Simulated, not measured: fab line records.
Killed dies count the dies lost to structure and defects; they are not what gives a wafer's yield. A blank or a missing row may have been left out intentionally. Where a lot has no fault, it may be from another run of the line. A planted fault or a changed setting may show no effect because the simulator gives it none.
What tool caused it?	flow n5Finfet	72 wafers from 24 lots sampled at 6 of the route's 1938 steps

WHAT THE GAUGES READ, wafer by wafer
N5_BEOL_M6_OCD_MEAS_38. Usual: trenchDepthNm at 93.5 nm, with a standard deviation of 2.6.
lot	measured	on	trenchDepthNm (nm)	flag
L074	day 9 15:23	ocd-02	94.3 92.2 93.5	
L075	day 9 18:46	ocd-02	91.5 91.5 92.4	
L076	day 9 18:57	ocd-02	94.9 91.5 96.3	
L078	day 9 18:59	ocd-02	94.9 94.1 91.2	
L077	day 10 05:11	ocd-01	89.7 92.8 96.0	
L081	day 10 09:38	ocd-01	92.0 92.7 93.4	
L080	day 10 15:29	ocd-01	93.3 90.9 90.5	
L079	day 10 18:11	ocd-01	96.1 95.6 96.5	
L083	day 10 21:44	ocd-01	89.2 95.8 91.0	
L082	day 10 22:04	ocd-01	89.9 92.1 89.6	
L084	day 11 16:16	ocd-02	91.0 90.8 97.6	
L085	day 11 18:52	ocd-02	89.8 93.8 92.3	
L086	day 12 03:18	ocd-02	94.3 95.0 90.9	
L088	day 12 07:25	ocd-01	91.3 97.9 89.9	
L092	day 12 21:02	ocd-02	95.6 92.6 93.0	
L089	day 12 21:32	ocd-01	95.2 95.0 92.0	
L087	day 12 21:54	ocd-02	96.7 95.9 90.8	
L090	day 13 06:41	ocd-02	92.3 94.7 93.6	
L091	day 13 07:06	ocd-02	90.6 96.8 94.7	
L094	day 13 11:56	ocd-02	91.9 92.4 96.7	
L093	day 13 11:59	ocd-02	98.4 92.5 89.6	
L095	day 14 19:19	ocd-02	95.3 91.0 95.5	
L097	day 15 02:10	ocd-01	94.2 91.6 89.4	
L096	day 15 22:04	ocd-01	97.5 95.8 97.2	

N5_BEOL_M7_OVL_MEAS_29. Usual: for V6_OVL the level is -0.3 nm and the standard deviation is 0.6.
lot	measured	on	V6_OVL (nm)	flag
L074	day 9 21:40	overlay-02	0.3 -1.0 -0.1	
L075	day 10 02:02	overlay-02	-1.3 0.2 0.5	
L076	day 10 04:31	overlay-01	-0.3 -0.1 -0.6	
L078	day 10 04:35	overlay-01	-0.6 -0.8 -1.0	
L077	day 10 11:35	overlay-02	0.2 -0.2 0.2	
L081	day 10 17:46	overlay-02	-0.7 -0.6 -1.5	
L080	day 10 23:14	overlay-01	-1.3 -1.7 -0.4	
L079	day 11 01:08	overlay-02	0.3 0.9 0.8	
L083	day 11 03:20	overlay-01	0.0 -0.1 0.5	
L082	day 11 03:23	overlay-02	0.2 0.2 0.4	
L084	day 11 22:03	overlay-01	-0.5 0.1 -0.2	
L085	day 12 02:28	overlay-02	-0.8 -0.6 -0.8	
L086	day 12 10:06	overlay-01	-1.0 0.6 -0.1	
L088	day 12 15:36	overlay-01	-0.5 -0.2 -0.9	
L092	day 13 06:36	overlay-02	-1.7 -0.1 -0.1	
L089	day 13 06:16	overlay-02	-0.6 0.2 0.1	
L087	day 13 06:26	overlay-01	-0.3 -0.6 0.8	
L090	day 13 13:56	overlay-02	0.2 0.6 0.7	
L091	day 13 13:46	overlay-01	-0.1 -0.7 0.4	
L094	day 13 20:20	overlay-01	-0.6 -1.1 -1.0	
L093	day 13 20:29	overlay-01	-0.4 -0.7 0.0	
L095	day 15 01:57	overlay-02	-0.8 -1.1 -0.8	
L097	day 15 11:31	overlay-01	-0.4 -1.2 -2.0	
L096	day 16 05:47	overlay-01	-1.3 -1.4 -0.7	

N5_BEOL_M7_INSPECT_30: inspects for defects (brightfield). Usual: rawDefectCount at 433, with a standard deviation of 90.
lot	measured	on	rawDefectCount	flag
L074	day 9 21:43	defectInspect-02	349 405 422	
L075	day 10 02:06	defectInspect-01	456 443 420	
L076	day 10 04:35	defectInspect-02	402 474 456	
L078	day 10 04:39	defectInspect-01	359 489 515	
L077	day 10 11:38	defectInspect-02	491 279 487	
L081	day 10 17:49	defectInspect-01	400 591 473	
L080	day 10 23:17	defectInspect-01	560 624 704	
L079	day 11 01:11	defectInspect-02	505 440 555	
L083	day 11 03:23	defectInspect-02	664 592 348	
L082	day 11 03:26	defectInspect-01	625 341 468	
L084	day 11 22:07	defectInspect-02	411 385 383	
L085	day 12 02:32	defectInspect-01	524 334 491	
L086	day 12 10:08	defectInspect-02	448 550 486	
L088	day 12 15:39	defectInspect-02	413 553 351	
L092	day 13 06:39	defectInspect-02	400 368 372	
L089	day 13 06:18	defectInspect-02	400 427 338	
L087	day 13 06:29	defectInspect-02	397 383 366	
L090	day 13 13:59	defectInspect-01	395 353 294	
L091	day 13 13:49	defectInspect-01	374 480 453	
L094	day 13 20:23	defectInspect-01	397 411 421	
L093	day 13 20:33	defectInspect-01	449 448 448	
L095	day 15 02:01	defectInspect-02	364 451 331	
L097	day 15 11:35	defectInspect-01	329 372 297	
L096	day 16 05:49	defectInspect-02	526 585 439	

WHICH TOOL RAN EACH LOT (tool, then ch and the chambers of the sampled wafers, then the start)
lot	N5_BEOL_M6_SURFACE_TREAT_79	N5_BEOL_M7_DESCUM_16	N5_BEOL_M7_ETCH_62
L074	pvdSputter-02, day 9 16:20	rieDiel-05 ch 1,3, day 9 20:02	rieDiel-05 ch 1,3, day 9 20:07
L075	pvdSputter-03, day 9 19:52	rieDiel-04 ch 1,3, day 9 23:10	rieDiel-04 ch 1,3, day 9 23:16
L076	pvdSputter-03, day 9 20:04	rieDiel-05 ch 0,1,3, day 10 02:23	rieDiel-05 ch 0,1,3, day 10 02:28
L078	pvdSputter-02, day 9 22:08	rieDiel-04 ch 0,2, day 10 02:36	rieDiel-04 ch 0,2, day 10 02:41
L077	pvdSputter-03, day 10 06:52	rieDiel-02 ch 0,1,2, day 10 10:47	rieDiel-02 ch 0,1,2, day 10 10:52
L081	pvdSputter-03, day 10 11:34	rieDiel-02 ch 1,3, day 10 16:17	rieDiel-02 ch 1,3, day 10 16:23
L080	pvdSputter-02, day 10 18:19	rieDiel-04 ch 2,3, day 10 22:11	rieDiel-04 ch 2,3, day 10 22:17
L079	pvdSputter-01, day 10 19:19	rieDiel-02 ch 0,1,3, day 10 22:41	rieDiel-02 ch 0,1,3, day 10 22:47
L083	pvdSputter-02, day 10 23:08	rieDiel-02 ch 0,1,2, day 11 02:20	rieDiel-02 ch 0,1,2, day 11 02:26
L082	pvdSputter-01, day 10 23:20	rieDiel-04 ch 0,1,3, day 11 02:30	rieDiel-04 ch 0,1,3, day 11 02:35
L084	pvdSputter-03, day 11 17:37	rieDiel-05 ch 0,2,3, day 11 20:49	rieDiel-05 ch 0,2,3, day 11 20:54
L085	pvdSputter-01, day 11 20:10	rieDiel-02 ch 2,3, day 12 00:00	rieDiel-02 ch 2,3, day 12 00:05
L086	pvdSputter-01, day 12 04:44	rieDiel-05 ch 1,2, day 12 08:16	rieDiel-05 ch 1,2, day 12 08:22
L088	pvdSputter-02, day 12 08:50	rieDiel-04 ch 1,2,3, day 12 11:50	rieDiel-04 ch 1,2,3, day 12 11:56
L092	pvdSputter-02, day 12 22:38	rieDiel-05 ch 0,1,3, day 13 02:08	rieDiel-05 ch 0,1,3, day 13 02:14
L089	pvdSputter-02, day 12 22:56	rieDiel-04 ch 2,3, day 13 02:18	rieDiel-04 ch 2,3, day 13 02:23
L087	pvdSputter-02, day 12 23:04	rieDiel-05 ch 0,1,2, day 13 02:28	rieDiel-05 ch 0,1,2, day 13 02:34
L090	pvdSputter-03, day 13 07:59	rieDiel-05 ch 0,1,3, day 13 12:20	rieDiel-05 ch 0,1,3, day 13 12:26
L091	pvdSputter-03, day 13 08:06	rieDiel-05 ch 0,1,2, day 13 12:37	rieDiel-05 ch 0,1,2, day 13 12:43
L094	pvdSputter-02, day 13 14:22	rieDiel-04 ch 0,1,2, day 13 18:18	rieDiel-04 ch 0,1,2, day 13 18:24
L093	pvdSputter-02, day 13 14:19	rieDiel-02 ch 1,2,3, day 13 18:05	rieDiel-02 ch 1,2,3, day 13 18:10
L095	pvdSputter-01, day 14 20:46	rieDiel-04 ch 0,1,3, day 15 01:05	rieDiel-04 ch 0,1,3, day 15 01:11
L097	pvdSputter-03, day 15 03:29	rieDiel-04 ch 1,3, day 15 07:56	rieDiel-04 ch 1,3, day 15 08:02
L096	pvdSputter-03, day 15 23:47	rieDiel-05 ch 0,2,3, day 16 04:42	rieDiel-05 ch 0,2,3, day 16 04:48
- N5_BEOL_M6_SURFACE_TREAT_79
- N5_BEOL_M7_DESCUM_16: chemistry O2, time 7.9 s.
- N5_BEOL_M7_ETCH_62: etches SOC in N2/H2, target depth 110 nm, overetch 22 nm, time 165 s.

WHAT THE TOOLS THEMSELVES READ (means of the sampled wafers that have a number; where no wafer has one, the mark that the record gives instead)
N5_BEOL_M7_DESCUM_16. Usual: drypumpMotorCurrentA 5.6 A, standard deviation 0.47; oesProductAu 0.80 a.u., standard deviation 0.1; rfVppV 243.3 V, standard deviation 1.4; showerheadPlenumPTorr 2.12 Torr, standard deviation 0.077; throttleValvePct 20.4 %, standard deviation 0.32.
lot	tool	drypumpMotorCurrentA (A)	oesProductAu (a.u.)	rfVppV (V)	showerheadPlenumPTorr (Torr)	throttleValvePct (%)	flag
L074	rieDiel-05	5.4	0.69	243.2	2.06	20.6	
L075	rieDiel-04	5.4	0.81	241.7	2.06	20.1	
L076	rieDiel-05	5.8	0.69	242.8	2.10	20.7	
L078	rieDiel-04	5.0	0.84	243.9	2.18	20.4	
L077	rieDiel-02	5.8	0.81	243.3	2.11	20.6	
L081	rieDiel-02	5.7	0.76	244.5	2.18	20.5	
L080	rieDiel-04	4.9	0.82	242.9	2.12	20.2	
L079	rieDiel-02	5.8	0.77	243.6	2.15	20.5	
L083	rieDiel-02	5.9	0.80	242.9	2.11	20.7	
L082	rieDiel-04	5.5	0.81	243.2	2.11	20.2	
L084	rieDiel-05	5.8	0.84	243.2	2.08	20.5	
L085	rieDiel-02	5.5	0.88	244.0	2.17	20.4	
L086	rieDiel-05	5.7	0.81	241.9	2.03	20.1	
L088	rieDiel-04	5.4	0.88	243.8	2.16	20.3	
L092	rieDiel-05	5.8	0.76	242.7	2.09	20.6	
L089	rieDiel-04	5.0	0.82	243.6	2.10	20.0	
L087	rieDiel-05	5.9	0.74	242.3	2.07	20.4	
L090	rieDiel-05	5.8	0.76	243.4	2.09	20.6	
L091	rieDiel-05	5.9	0.73	243.6	2.07	20.4	
L094	rieDiel-04	5.4	0.87	243.8	2.21	20.4	
L093	rieDiel-02	5.6	0.81	243.4	2.15	20.6	
L095	rieDiel-04	5.5	0.86	244.3	2.19	20.2	
L097	rieDiel-04	5.4	0.86	244.1	2.14	20.1	
L096	rieDiel-05	5.8	0.79	242.2	2.07	20.5	

N5_BEOL_M7_ETCH_62. Usual: biasW 149.9 W, standard deviation 0.44; drypumpMotorCurrentA 5.6 A, standard deviation 0.47; oesProductAu 0.69 a.u., standard deviation 0.082; rfVppV 524.7 V, standard deviation 2.5; showerheadPlenumPTorr 2.57 Torr, standard deviation 0.081; throttleValvePct 17.8 %, standard deviation 0.33.
lot	tool	biasW (W)	drypumpMotorCurrentA (A)	oesProductAu (a.u.)	rfVppV (V)	showerheadPlenumPTorr (Torr)	throttleValvePct (%)	flag
L074	rieDiel-05	150.1	5.5	0.59	522.5	2.53	18.2	
L075	rieDiel-04	150.0	5.4	0.69	524.0	2.53	17.6	
L076	rieDiel-05	150.2	5.7	0.59	524.3	2.56	18.2	
L078	rieDiel-04	150.0	5.0	0.71	526.0	2.61	17.5	
L077	rieDiel-02	149.4	5.9	0.69	523.6	2.56	18.0	
L081	rieDiel-02	149.9	5.7	0.65	527.8	2.67	18.1	
L080	rieDiel-04	150.7	4.9	0.69	524.3	2.57	17.6	
L079	rieDiel-02	149.5	5.8	0.65	525.4	2.63	18.0	
L083	rieDiel-02	149.9	5.8	0.68	524.3	2.56	18.0	
L082	rieDiel-04	149.6	5.5	0.69	525.1	2.55	17.6	
L084	rieDiel-05	150.0	5.9	0.73	523.2	2.54	17.9	
L085	rieDiel-02	149.8	5.5	0.75	526.3	2.64	17.8	
L086	rieDiel-05	150.7	5.6	0.69	522.4	2.50	17.7	
L088	rieDiel-04	150.4	5.4	0.74	526.7	2.62	17.7	
L092	rieDiel-05	149.5	5.8	0.66	524.3	2.55	18.1	
L089	rieDiel-04	149.7	5.0	0.69	525.4	2.57	17.5	
L087	rieDiel-05	150.0	6.0	0.64	523.8	2.53	17.9	
L090	rieDiel-05	150.1	5.8	0.65	524.0	2.54	18.1	
L091	rieDiel-05	149.9	5.9	0.63	523.6	2.53	17.9	
L094	rieDiel-04	149.6	5.5	0.74	527.3	2.65	17.6	
L093	rieDiel-02	150.5	5.6	0.70	525.1	2.61	18.0	
L095	rieDiel-04	150.2	5.5	0.74	527.0	2.65	17.5	
L097	rieDiel-04	149.8	5.4	0.73	526.6	2.62	17.6	
L096	rieDiel-05	150.2	5.8	0.68	522.8	2.52	17.9	

THE ANSWER, worked out from the rows above alone
Rule: a lot is off if the mean of its wafers that have a number lies more than 3 standard deviations from the usual mean. A lot without any number at a reading at which 4 lots or more have one is off too. The other lots that the step has rows for count as sound. First the gauges in route order, then the tools' own readings, where a lot's mean is used as printed above. The first step at which some lot is off is used, and at that step the reading that is off furthest; a lot without a number counts as furthest.
Across all readings shown, no lot is off: no conclusion can be drawn from this.

WHAT WAS PUT IN BY THE SIMULATOR
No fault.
